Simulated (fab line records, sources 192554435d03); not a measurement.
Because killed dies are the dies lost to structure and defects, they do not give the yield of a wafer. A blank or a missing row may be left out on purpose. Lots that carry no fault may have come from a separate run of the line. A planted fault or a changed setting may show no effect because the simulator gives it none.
Which of the tools did it? :: flow n5Finfet :: Sampling: 9 lots, 27 wafers, 5 of 1938 route steps

## WHAT THE GAUGES READ, wafer by wafer
N5_BEOL_M4_RC_MEAS_101. Usual: DIBL_N 36.0 mV/V, standard deviation 2.5; DIBL_P 36.7 mV/V, standard deviation 3; IOFF_N 0.16 nA/um, standard deviation 0.043; IOFF_P 0.21 nA/um, standard deviation 0.049; ION_N 673 uA/um, standard deviation 15; ION_P 461 uA/um, standard deviation 9.8; RS_NWELL 1038 ohm/sq, standard deviation 6.6; SS_N 71.5 mV/dec, standard deviation 0.83; SS_P 73.4 mV/dec, standard deviation 0.83; VT_N 250 mV, standard deviation 4; VT_P -251 mV, standard deviation 4.
lot: L556
measured: day 7 17:22
on: prober-01
DIBL_N (mV/V): 32.1 33.0 31.8
DIBL_P (mV/V): 33.7 33.8 33.3
IOFF_N (nA/um): 0.12 0.14 0.12
IOFF_P (nA/um): 0.18 0.18 0.17
ION_N (uA/um): 657 671 663
ION_P (uA/um): 456 459 459
RS_NWELL (ohm/sq): 1033 1034 1038
SS_N (mV/dec): 70.5 71.7 70.7
SS_P (mV/dec): 72.6 72.8 72.1
VT_N (mV): 254 254 252
VT_P (mV): -254 -254 -250
flag: 

lot: L559
measured: day 8 17:45
on: prober-02
DIBL_N (mV/V): 40.0 35.5 40.0
DIBL_P (mV/V): 40.1 35.4 41.3
IOFF_N (nA/um): 0.22 0.14 0.24
IOFF_P (nA/um): 0.28 0.20 0.32
ION_N (uA/um): 691 664 700
ION_P (uA/um): 467 455 482
RS_NWELL (ohm/sq): 1034 1030 1016
SS_N (mV/dec): 72.0 71.4 72.0
SS_P (mV/dec): 73.9 73.4 73.7
VT_N (mV): 243 251 242
VT_P (mV): -243 -251 -243
flag: 

lot: L561
measured: day 9 00:22
on: prober-01
DIBL_N (mV/V): 40.5 32.2 38.0
DIBL_P (mV/V): 41.9 32.5 39.1
IOFF_N (nA/um): 0.23 0.09 0.18
IOFF_P (nA/um): 0.29 0.15 0.24
ION_N (uA/um): 687 647 681
ION_P (uA/um): 465 452 465
RS_NWELL (ohm/sq): 1046 1041 1039
SS_N (mV/dec): 72.0 69.8 71.5
SS_P (mV/dec): 73.8 71.4 73.0
VT_N (mV): 244 258 248
VT_P (mV): -245 -253 -247
flag: 

lot: L564
measured: day 10 00:22
on: prober-01
DIBL_N (mV/V): 38.4 35.0 36.9
DIBL_P (mV/V): 38.0 35.9 38.2
IOFF_N (nA/um): 0.19 0.13 0.16
IOFF_P (nA/um): 0.23 0.19 0.23
ION_N (uA/um): 673 665 664
ION_P (uA/um): 462 456 460
RS_NWELL (ohm/sq): 1041 1053 1041
SS_N (mV/dec): 72.0 71.3 72.0
SS_P (mV/dec): 74.1 73.1 74.3
VT_N (mV): 252 254 252
VT_P (mV): -251 -253 -250
flag: 

lot: L571
measured: day 12 02:37
on: prober-01
DIBL_N (mV/V): 34.7 38.4 35.1
DIBL_P (mV/V): 34.9 39.5 35.9
IOFF_N (nA/um): 0.14 0.21 0.15
IOFF_P (nA/um): 0.19 0.27 0.21
ION_N (uA/um): 677 684 670
ION_P (uA/um): 466 469 459
RS_NWELL (ohm/sq): 1220 1231 1213
SS_N (mV/dec): 70.6 72.1 71.5
SS_P (mV/dec): 73.5 74.4 72.9
VT_N (mV): 251 246 252
VT_P (mV): -250 -248 -253
flag: OFF

lot: L573
measured: day 12 12:56
on: prober-02
DIBL_N (mV/V): 34.9 37.1 37.5
DIBL_P (mV/V): 36.0 38.8 39.1
IOFF_N (nA/um): 0.14 0.17 0.19
IOFF_P (nA/um): 0.22 0.26 0.27
ION_N (uA/um): 666 672 694
ION_P (uA/um): 462 469 484
RS_NWELL (ohm/sq): 1215 1215 1208
SS_N (mV/dec): 70.3 71.8 71.2
SS_P (mV/dec): 73.1 73.2 73.4
VT_N (mV): 251 248 246
VT_P (mV): -247 -246 -244
flag: OFF

lot: L574
measured: day 13 08:08
on: prober-02
DIBL_N (mV/V): 34.8 31.6 27.6
DIBL_P (mV/V): 37.1 33.3 28.4
IOFF_N (nA/um): 0.16 0.11 0.07
IOFF_P (nA/um): 0.19 0.14 0.11
ION_N (uA/um): 679 664 649
ION_P (uA/um): 462 454 455
RS_NWELL (ohm/sq): 1040 1038 1038
SS_N (mV/dec): 71.5 70.2 69.4
SS_P (mV/dec): 73.4 72.8 71.7
VT_N (mV): 248 258 258
VT_P (mV): -252 -256 -257
flag: 

lot: L577
measured: day 13 17:27
on: prober-01
DIBL_N (mV/V): 36.2 35.2 38.7
DIBL_P (mV/V): 37.5 35.9 40.4
IOFF_N (nA/um): 0.17 0.15 0.22
IOFF_P (nA/um): 0.23 0.21 0.29
ION_N (uA/um): 690 686 685
ION_P (uA/um): 470 475 466
RS_NWELL (ohm/sq): 1042 1036 1034
SS_N (mV/dec): 71.2 71.5 72.0
SS_P (mV/dec): 73.6 72.8 74.1
VT_N (mV): 246 250 244
VT_P (mV): -248 -248 -246
flag: 

lot: L579
measured: day 14 13:20
on: prober-01
DIBL_N (mV/V): 35.6 37.2 35.3
DIBL_P (mV/V): 36.6 38.3 36.1
IOFF_N (nA/um): 0.14 0.17 0.13
IOFF_P (nA/um): 0.17 0.19 0.16
ION_N (uA/um): 672 683 650
ION_P (uA/um): 454 463 445
RS_NWELL (ohm/sq): 1042 1039 1031
SS_N (mV/dec): 71.1 71.8 70.9
SS_P (mV/dec): 72.9 73.6 73.2
VT_N (mV): 252 251 254
VT_P (mV): -256 -254 -258
flag: 

## TOOL THAT RAN EACH LOT (tool first, then ch and the chambers of the sampled wafers, then the start)
lot: L556
N5_ZERO_LAYER_ETCH_17: rieDiel-03 ch 1,2,3, day 1 12:52
N5_WELL_APT_DESCUM_13: rieDiel-04 ch 0,3, day 1 13:48
N5_WELL_APT_IMPLANT_14: implanter-01 ch 0, day 1 13:58
N5_PMOS_HMC_CHANNEL_EPI_ETCH_32: rieDiel-02 ch 1,2, day 1 17:53

lot: L559
N5_ZERO_LAYER_ETCH_17: rieDiel-02 ch 1,2, day 2 07:08
N5_WELL_APT_DESCUM_13: rieDiel-05 ch 0,2, day 2 08:04
N5_WELL_APT_IMPLANT_14: implanter-02 ch 0, day 2 08:10
N5_PMOS_HMC_CHANNEL_EPI_ETCH_32: rieDiel-03 ch 1,2,3, day 2 11:34

lot: L561
N5_ZERO_LAYER_ETCH_17: rieDiel-03 ch 0,2,3, day 2 18:52
N5_WELL_APT_DESCUM_13: rieDiel-04 ch 1,2,3, day 2 19:58
N5_WELL_APT_IMPLANT_14: implanter-01 ch 0, day 2 20:04
N5_PMOS_HMC_CHANNEL_EPI_ETCH_32: rieDiel-03 ch 0,2,3, day 3 00:05

lot: L564
N5_ZERO_LAYER_ETCH_17: rieDiel-01 ch 2,3, day 3 13:02
N5_WELL_APT_DESCUM_13: rieDiel-06 ch 0,1,3, day 3 14:12
N5_WELL_APT_IMPLANT_14: implanter-01 ch 0, day 3 14:22
N5_PMOS_HMC_CHANNEL_EPI_ETCH_32: rieDiel-01 ch 1,2,3, day 3 18:56

lot: L571
N5_ZERO_LAYER_ETCH_17: rieDiel-01 ch 0,1,3, day 5 06:43
N5_WELL_APT_DESCUM_13: rieDiel-05 ch 0,1,2, day 5 07:46
N5_WELL_APT_IMPLANT_14: implanter-01 ch 0, day 5 07:52
N5_PMOS_HMC_CHANNEL_EPI_ETCH_32: rieDiel-01 ch 0,1,3, day 5 11:21

lot: L573
N5_ZERO_LAYER_ETCH_17: rieDiel-01 ch 1,2, day 5 18:54
N5_WELL_APT_DESCUM_13: rieDiel-04 ch 2,3, day 5 20:00
N5_WELL_APT_IMPLANT_14: implanter-01 ch 0, day 5 20:06
N5_PMOS_HMC_CHANNEL_EPI_ETCH_32: rieDiel-02 ch 0,1,3, day 5 23:32

lot: L574
N5_ZERO_LAYER_ETCH_17: rieDiel-02 ch 1,2,3, day 6 00:43
N5_WELL_APT_DESCUM_13: rieDiel-06 ch 1,2, day 6 01:40
N5_WELL_APT_IMPLANT_14: implanter-02 ch 0, day 6 01:46
N5_PMOS_HMC_CHANNEL_EPI_ETCH_32: rieDiel-01 ch 0,1,2, day 6 05:18

lot: L577
N5_ZERO_LAYER_ETCH_17: rieDiel-02 ch 0,1,2, day 6 18:43
N5_WELL_APT_DESCUM_13: rieDiel-06 ch 0,3, day 6 19:49
N5_WELL_APT_IMPLANT_14: implanter-02 ch 0, day 6 19:58
N5_PMOS_HMC_CHANNEL_EPI_ETCH_32: rieDiel-01 ch 1,2, day 6 23:29

lot: L579
N5_ZERO_LAYER_ETCH_17: rieDiel-01 ch 0,3, day 7 07:06
N5_WELL_APT_DESCUM_13: rieDiel-04 ch 1,2, day 7 09:17
N5_WELL_APT_IMPLANT_14: implanter-02 ch 0, day 7 09:23
N5_PMOS_HMC_CHANNEL_EPI_ETCH_32: rieDiel-02 ch 0,1,2, day 7 12:38
- N5_ZERO_LAYER_ETCH_17: etches SiO2 in CF4, target depth 12 nm, time 13.3 s.
- N5_WELL_APT_DESCUM_13: chemistry O2, time 7.9 s.
- N5_WELL_APT_IMPLANT_14
- N5_PMOS_HMC_CHANNEL_EPI_ETCH_32: etches BARC in N2/H2, stops on SiO2, target depth 85.8 nm, time 50.3 s.

## AS READ BY THE TOOLS THEMSELVES (means over the sampled wafers that have a number; for cases with no such wafer, the mark the record gives instead)
N5_ZERO_LAYER_ETCH_17. Usual: cf4FlowSccm 100.00 sccm, standard deviation 0.28; drypumpMotorCurrentA 5.8 A, standard deviation 0.51; oesProductAu 0.77 a.u., standard deviation 0.067; rfVppV 949 V, standard deviation 4.6; showerheadPlenumPTorr 2.15 Torr, standard deviation 0.068; throttleValvePct 15.74 %, standard deviation 0.24.
lot: L556
tool: rieDiel-03
cf4FlowSccm (sccm): 100.10
drypumpMotorCurrentA (A): 5.3
oesProductAu (a.u.): 0.78
rfVppV (V): 949
showerheadPlenumPTorr (Torr): 2.14
throttleValvePct (%): 15.77
flag: 

lot: L559
tool: rieDiel-02
cf4FlowSccm (sccm): 100.16
drypumpMotorCurrentA (A): 6.0
oesProductAu (a.u.): 0.76
rfVppV (V): 947
showerheadPlenumPTorr (Torr): 2.11
throttleValvePct (%): 15.55
flag: 

lot: L561
tool: rieDiel-03
cf4FlowSccm (sccm): 99.92
drypumpMotorCurrentA (A): 5.3
oesProductAu (a.u.): 0.76
rfVppV (V): 952
showerheadPlenumPTorr (Torr): 2.19
throttleValvePct (%): 15.87
flag: 

lot: L564
tool: rieDiel-01
cf4FlowSccm (sccm): 99.68
drypumpMotorCurrentA (A): 6.3
oesProductAu (a.u.): 0.75
rfVppV (V): 952
showerheadPlenumPTorr (Torr): 2.20
throttleValvePct (%): 15.89
flag: 

lot: L571
tool: rieDiel-01
cf4FlowSccm (sccm): 100.14
drypumpMotorCurrentA (A): 6.3
oesProductAu (a.u.): 0.81
rfVppV (V): 950
showerheadPlenumPTorr (Torr): 2.15
throttleValvePct (%): 15.55
flag: 

lot: L573
tool: rieDiel-01
cf4FlowSccm (sccm): 100.01
drypumpMotorCurrentA (A): 6.3
oesProductAu (a.u.): 0.72
rfVppV (V): 943
showerheadPlenumPTorr (Torr): 2.08
throttleValvePct (%): 15.69
flag: 

lot: L574
tool: rieDiel-02
cf4FlowSccm (sccm): 99.96
drypumpMotorCurrentA (A): 5.8
oesProductAu (a.u.): 0.78
rfVppV (V): 949
showerheadPlenumPTorr (Torr): 2.14
throttleValvePct (%): 15.51
flag: 

lot: L577
tool: rieDiel-02
cf4FlowSccm (sccm): 99.97
drypumpMotorCurrentA (A): 5.7
oesProductAu (a.u.): 0.77
rfVppV (V): 945
showerheadPlenumPTorr (Torr): 2.09
throttleValvePct (%): 15.59
flag: 

lot: L579
tool: rieDiel-01
cf4FlowSccm (sccm): 100.17
drypumpMotorCurrentA (A): 5.9
oesProductAu (a.u.): 0.85
rfVppV (V): 952
showerheadPlenumPTorr (Torr): 2.19
throttleValvePct (%): 15.52
flag: 

N5_WELL_APT_DESCUM_13. Usual: biasPowerW 19.99 W, standard deviation 0.058; drypumpMotorCurrentA 5.7 A, standard deviation 0.43; oesProductAu 0.75 a.u., standard deviation 0.082; rfVppV 242.5 V, standard deviation 1.2; showerheadPlenumPTorr 2.06 Torr, standard deviation 0.064; throttleValvePct 20.41 %, standard deviation 0.3.
lot: L556
tool: rieDiel-04
biasPowerW (W): 20.01
drypumpMotorCurrentA (A): 5.5
oesProductAu (a.u.): 0.72
rfVppV (V): 242.6
showerheadPlenumPTorr (Torr): 2.03
throttleValvePct (%): 20.30
flag: 

lot: L559
tool: rieDiel-05
biasPowerW (W): 20.01
drypumpMotorCurrentA (A): 5.3
oesProductAu (a.u.): 0.74
rfVppV (V): 243.5
showerheadPlenumPTorr (Torr): 2.13
throttleValvePct (%): 20.38
flag: 

lot: L561
tool: rieDiel-04
biasPowerW (W): 20.01
drypumpMotorCurrentA (A): 5.4
oesProductAu (a.u.): 0.74
rfVppV (V): 243.8
showerheadPlenumPTorr (Torr): 2.09
throttleValvePct (%): 20.29
flag: 

lot: L564
tool: rieDiel-06
biasPowerW (W): 19.98
drypumpMotorCurrentA (A): 6.4
oesProductAu (a.u.): 0.79
rfVppV (V): 243.6
showerheadPlenumPTorr (Torr): 2.06
throttleValvePct (%): 20.52
flag: 

lot: L571
tool: rieDiel-05
biasPowerW (W): 19.97
drypumpMotorCurrentA (A): 5.6
oesProductAu (a.u.): 0.78
rfVppV (V): 242.3
showerheadPlenumPTorr (Torr): 2.09
throttleValvePct (%): 20.41
flag: 

lot: L573
tool: rieDiel-04
biasPowerW (W): 19.98
drypumpMotorCurrentA (A): 5.6
oesProductAu (a.u.): 0.80
rfVppV (V): 243.4
showerheadPlenumPTorr (Torr): 2.14
throttleValvePct (%): 20.39
flag: 

lot: L574
tool: rieDiel-06
biasPowerW (W): 20.07
drypumpMotorCurrentA (A): 5.8
oesProductAu (a.u.): 0.72
rfVppV (V): 242.2
showerheadPlenumPTorr (Torr): 2.06
throttleValvePct (%): 20.72
flag: 

lot: L577
tool: rieDiel-06
biasPowerW (W): 20.04
drypumpMotorCurrentA (A): 6.5
oesProductAu (a.u.): 0.82
rfVppV (V): 241.9
showerheadPlenumPTorr (Torr): 2.03
throttleValvePct (%): 20.31
flag: 

lot: L579
tool: rieDiel-04
biasPowerW (W): 19.98
drypumpMotorCurrentA (A): 5.6
oesProductAu (a.u.): 0.72
rfVppV (V): 243.5
showerheadPlenumPTorr (Torr): 2.13
throttleValvePct (%): 20.47
flag: 

N5_WELL_APT_IMPLANT_14. Usual: doseIonsCm2 1.4999e+13, standard deviation 1.6e+10; faradayCurrentUA 190, standard deviation 3.8.
lot: L556
tool: implanter-01
doseIonsCm2: 1.5011e+13
faradayCurrentUA: 191
flag: 

lot: L559
tool: implanter-02
doseIonsCm2: 1.4985e+13
faradayCurrentUA: 190
flag: 

lot: L561
tool: implanter-01
doseIonsCm2: 1.5010e+13
faradayCurrentUA: 192
flag: 

lot: L564
tool: implanter-01
doseIonsCm2: 1.5005e+13
faradayCurrentUA: 187
flag: 

lot: L571
tool: implanter-01
doseIonsCm2: 1.1255e+13
faradayCurrentUA: 139
flag: OFF

lot: L573
tool: implanter-01
doseIonsCm2: 1.1279e+13
faradayCurrentUA: 142
flag: OFF

lot: L574
tool: implanter-02
doseIonsCm2: 1.5002e+13
faradayCurrentUA: 189
flag: 

lot: L577
tool: implanter-02
doseIonsCm2: 1.4993e+13
faradayCurrentUA: 191
flag: 

lot: L579
tool: implanter-02
doseIonsCm2: 1.5016e+13
faradayCurrentUA: 188
flag: 

N5_PMOS_HMC_CHANNEL_EPI_ETCH_32. Usual: drypumpMotorCurrentA 5.7 A, standard deviation 0.49; oesProductAu 0.65 a.u., standard deviation 0.058; rfVppV 524.1 V, standard deviation 2.6; showerheadPlenumPTorr 2.54 Torr, standard deviation 0.086; throttleValvePct 17.92 %, standard deviation 0.26.
lot: L556
tool: rieDiel-02
drypumpMotorCurrentA (A): 6.0
oesProductAu (a.u.): 0.65
rfVppV (V): 522.3
showerheadPlenumPTorr (Torr): 2.51
throttleValvePct (%): 17.81
flag: 

lot: L559
tool: rieDiel-03
drypumpMotorCurrentA (A): 5.4
oesProductAu (a.u.): 0.64
rfVppV (V): 523.5
showerheadPlenumPTorr (Torr): 2.54
throttleValvePct (%): 18.05
flag: 

lot: L561
tool: rieDiel-03
drypumpMotorCurrentA (A): 5.3
oesProductAu (a.u.): 0.63
rfVppV (V): 524.3
showerheadPlenumPTorr (Torr): 2.60
throttleValvePct (%): 18.07
flag: 

lot: L564
tool: rieDiel-01
drypumpMotorCurrentA (A): 6.3
oesProductAu (a.u.): 0.63
rfVppV (V): 523.9
showerheadPlenumPTorr (Torr): 2.52
throttleValvePct (%): 17.94
flag: 

lot: L571
tool: rieDiel-01
drypumpMotorCurrentA (A): 6.2
oesProductAu (a.u.): 0.68
rfVppV (V): 524.5
showerheadPlenumPTorr (Torr): 2.55
throttleValvePct (%): 17.73
flag: 

lot: L573
tool: rieDiel-02
drypumpMotorCurrentA (A): 5.7
oesProductAu (a.u.): 0.73
rfVppV (V): 525.1
showerheadPlenumPTorr (Torr): 2.57
throttleValvePct (%): 17.68
flag: 

lot: L574
tool: rieDiel-01
drypumpMotorCurrentA (A): 5.9
oesProductAu (a.u.): 0.67
rfVppV (V): 522.9
showerheadPlenumPTorr (Torr): 2.50
throttleValvePct (%): 17.73
flag: 

lot: L577
tool: rieDiel-01
drypumpMotorCurrentA (A): 6.0
oesProductAu (a.u.): 0.61
rfVppV (V): 523.1
showerheadPlenumPTorr (Torr): 2.46
throttleValvePct (%): 17.98
flag: 

lot: L579
tool: rieDiel-02
drypumpMotorCurrentA (A): 5.7
oesProductAu (a.u.): 0.66
rfVppV (V): 522.1
showerheadPlenumPTorr (Torr): 2.48
throttleValvePct (%): 17.84
flag: 

## THE ANSWER, worked out from the rows above alone
Rule: take the mean of a lot's wafers that have a number; if it is more than 3 standard deviations from the usual mean, the lot is off. A lot without any number at a reading at which 4 lots or more have one is off too. Any other lot the step has rows for is counted as sound. First the gauges in route order, then the tools' own readings, where a lot's mean is used as printed above. The first step at which some lot is off is used, and at that step the reading that is off furthest; a lot without a number counts as furthest.
Off: L571, L573, seen at N5_BEOL_M4_RC_MEAS_101 (RS_NWELL).
A tool fits if, at a process step before that reading, it ran every lot that is off, and no sound lot after the first of them. Not tried: the gauges at N5_BEOL_M4_RC_MEAS_101; whatever is off there is also off at N5_WELL_APT_IMPLANT_14, on other tools, and gauge error can't account for it. One candidate fits, namely implanter-01 at N5_WELL_APT_IMPLANT_14. Its last sound lot is L564 (day 3 14:22), its first lot that is off L571 (day 5 07:52): a fault that began between those two fits.
The tool's own readings at N5_WELL_APT_IMPLANT_14 bear it out: on the lots that are off they differ by more than 5 times the standard deviation of the sound lots' means. doseIonsCm2 reads 1.1267e+13 there against 1.5003e+13 on the sound lots; faradayCurrentUA reads 140 there against 190 on the sound lots.

## WHAT WAS PUT IN BY THE SIMULATOR
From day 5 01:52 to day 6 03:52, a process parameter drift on implanter-01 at N5_WELL_APT_IMPLANT_14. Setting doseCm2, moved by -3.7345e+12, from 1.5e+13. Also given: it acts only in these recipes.
Lots struck among those shown: L571, L573. Same finding as the rule above.
